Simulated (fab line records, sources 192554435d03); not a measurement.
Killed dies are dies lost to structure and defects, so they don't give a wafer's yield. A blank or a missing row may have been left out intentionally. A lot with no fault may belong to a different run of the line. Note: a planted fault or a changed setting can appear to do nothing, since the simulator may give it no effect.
Split-lot study / flow n5-finfet / 21 wafers read from 7 lots, route of 1938 steps

== ON THE SPLIT ==
At N5_BEOL_M5_COAT_71 (time 60 s, resist thk 5 nm), the setting spin-rpm was moved away from the recipe's 1500 rpm on 5 of the 21 wafers read, by -8.2% to -5.3%. For the rest of the wafers, this setting stayed at what the recipe calls for.

== FROM THE SPLIT TO THE READING: what the file shows between them, 3 steps ==
- N5_BEOL_M5_COAT_05: resist thk 30 nm
- N5_BEOL_M5_EBR_07
- N5_BEOL_M5_DESCUM_16: chemistry O2, time 7 s

== THE READING ==
etch.depth-nm (the simulator's own value, which no gauge read), in nm, at N5_BEOL_M5_ETCH_72 (etches underlayer in N2/H2, target depth 6.5 nm, time 5.2 s). The file does not state a usual value for it. Here, 16 wafers ran the recipe; their average is 5.008 nm with a standard deviation of 0.01 nm.

wafer=L074.3; tool, chamber at the split=litho-track-04, 0; spin-rpm as run, rpm=1500; against the recipe=recipe; etch.depth-nm, nm=5.026; against lot-mates on the recipe=-
wafer=L074.5; tool, chamber at the split=litho-track-04, 0; spin-rpm as run, rpm=1500; against the recipe=recipe; etch.depth-nm, nm=5.016; against lot-mates on the recipe=-
wafer=L074.6; tool, chamber at the split=litho-track-04, 0; spin-rpm as run, rpm=1500; against the recipe=recipe; etch.depth-nm, nm=5.011; against lot-mates on the recipe=-
wafer=L079.1; tool, chamber at the split=litho-track-04, 0; spin-rpm as run, rpm=1500; against the recipe=recipe; etch.depth-nm, nm=4.987; against lot-mates on the recipe=-
wafer=L079.3; tool, chamber at the split=litho-track-04, 0; spin-rpm as run, rpm=1500; against the recipe=recipe; etch.depth-nm, nm=5.005; against lot-mates on the recipe=-
wafer=L079.6; tool, chamber at the split=litho-track-04, 0; spin-rpm as run, rpm=1500; against the recipe=recipe; etch.depth-nm, nm=5.008; against lot-mates on the recipe=-
wafer=L085.4; tool, chamber at the split=litho-track-05, 0; spin-rpm as run, rpm=1421; against the recipe=-5.3%; etch.depth-nm, nm=5.135; against lot-mates on the recipe=+0.136
wafer=L085.5; tool, chamber at the split=litho-track-05, 0; spin-rpm as run, rpm=1500; against the recipe=recipe; etch.depth-nm, nm=4.993; against lot-mates on the recipe=-
wafer=L085.6; tool, chamber at the split=litho-track-05, 0; spin-rpm as run, rpm=1500; against the recipe=recipe; etch.depth-nm, nm=5.004; against lot-mates on the recipe=-
wafer=L086.2; tool, chamber at the split=litho-track-05, 0; spin-rpm as run, rpm=1500; against the recipe=recipe; etch.depth-nm, nm=5; against lot-mates on the recipe=-
wafer=L086.5; tool, chamber at the split=litho-track-05, 0; spin-rpm as run, rpm=1377; against the recipe=-8.2%; etch.depth-nm, nm=5.216; against lot-mates on the recipe=+0.216
wafer=L086.6; tool, chamber at the split=litho-track-05, 0; spin-rpm as run, rpm=1377; against the recipe=-8.2%; etch.depth-nm, nm=5.228; against lot-mates on the recipe=+0.228
wafer=L088.1; tool, chamber at the split=litho-track-05, 0; spin-rpm as run, rpm=1379; against the recipe=-8.1%; etch.depth-nm, nm=5.216; against lot-mates on the recipe=+0.195
wafer=L088.5; tool, chamber at the split=litho-track-05, 0; spin-rpm as run, rpm=1379; against the recipe=-8.1%; etch.depth-nm, nm=5.229; against lot-mates on the recipe=+0.208
wafer=L088.6; tool, chamber at the split=litho-track-05, 0; spin-rpm as run, rpm=1500; against the recipe=recipe; etch.depth-nm, nm=5.021; against lot-mates on the recipe=-
wafer=L092.2; tool, chamber at the split=litho-track-04, 0; spin-rpm as run, rpm=1500; against the recipe=recipe; etch.depth-nm, nm=5.007; against lot-mates on the recipe=-
wafer=L092.5; tool, chamber at the split=litho-track-04, 0; spin-rpm as run, rpm=1500; against the recipe=recipe; etch.depth-nm, nm=5.001; against lot-mates on the recipe=-
wafer=L092.6; tool, chamber at the split=litho-track-04, 0; spin-rpm as run, rpm=1500; against the recipe=recipe; etch.depth-nm, nm=5.026; against lot-mates on the recipe=-
wafer=L096.2; tool, chamber at the split=litho-track-03, 0; spin-rpm as run, rpm=1500; against the recipe=recipe; etch.depth-nm, nm=5.003; against lot-mates on the recipe=-
wafer=L096.5; tool, chamber at the split=litho-track-03, 0; spin-rpm as run, rpm=1500; against the recipe=recipe; etch.depth-nm, nm=5.005; against lot-mates on the recipe=-
wafer=L096.6; tool, chamber at the split=litho-track-03, 0; spin-rpm as run, rpm=1500; against the recipe=recipe; etch.depth-nm, nm=5.012; against lot-mates on the recipe=-

FIT RESULTS
A straight line over all 21 wafers: etch.depth-nm changes by -0.0262 nm for each +1% of spin-rpm; r = -0.99; the points scatter about the line by 0.01 nm.
The same after taking each lot's own level away (the mean of its wafers on the recipe; 21 wafers): -0.026 nm for each +1%; r = -1.00; scatter 0.0082 nm.
On that fit, the largest move of spin-rpm shifts the reading by 0.21 nm.
The lots' own levels span 4.9985 to 5.0210 nm, that is 2.2 times the standard deviation above.
The two slopes agree, so the slope changes little with the lot-to-lot level.
Check: for one of the wafers moved furthest among these (-8.2%), held out of the fit, the line's prediction against its lot-mates is +0.213 nm. Against them it came out at +0.216 nm.

== THESE WAFERS: OTHER SPLITS ==
These wafers also went through other splits before the reading. Each is held against what the fit with the lots' levels taken away leaves over:
other split on the same wafers=N5_GATE_CUT_EXPOSE_10 dose-mj; wafers away from the commonest value=9; r with etch.depth-nm (lot level and that fit taken away)=-0.14
other split on the same wafers=N5_GATE_CUT_ETCH_37 bias-w; wafers away from the commonest value=4; r with etch.depth-nm (lot level and that fit taken away)=-0.21
other split on the same wafers=N5_MOL_CONTACT_COAG_COAT_64 spin-rpm; wafers away from the commonest value=4; r with etch.depth-nm (lot level and that fit taken away)=+0.07
other split on the same wafers=N5_BEOL_M1_ILD_DEP_00 time-s; wafers away from the commonest value=10; r with etch.depth-nm (lot level and that fit taken away)=+0.07
other split on the same wafers=N5_BEOL_M1_COAT_62 spin-rpm; wafers away from the commonest value=8; r with etch.depth-nm (lot level and that fit taken away)=+0.02

== FILE'S OWN FIT ==
etch.depth-nm changes by -0.026 nm for each +1% of spin-rpm, r = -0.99.
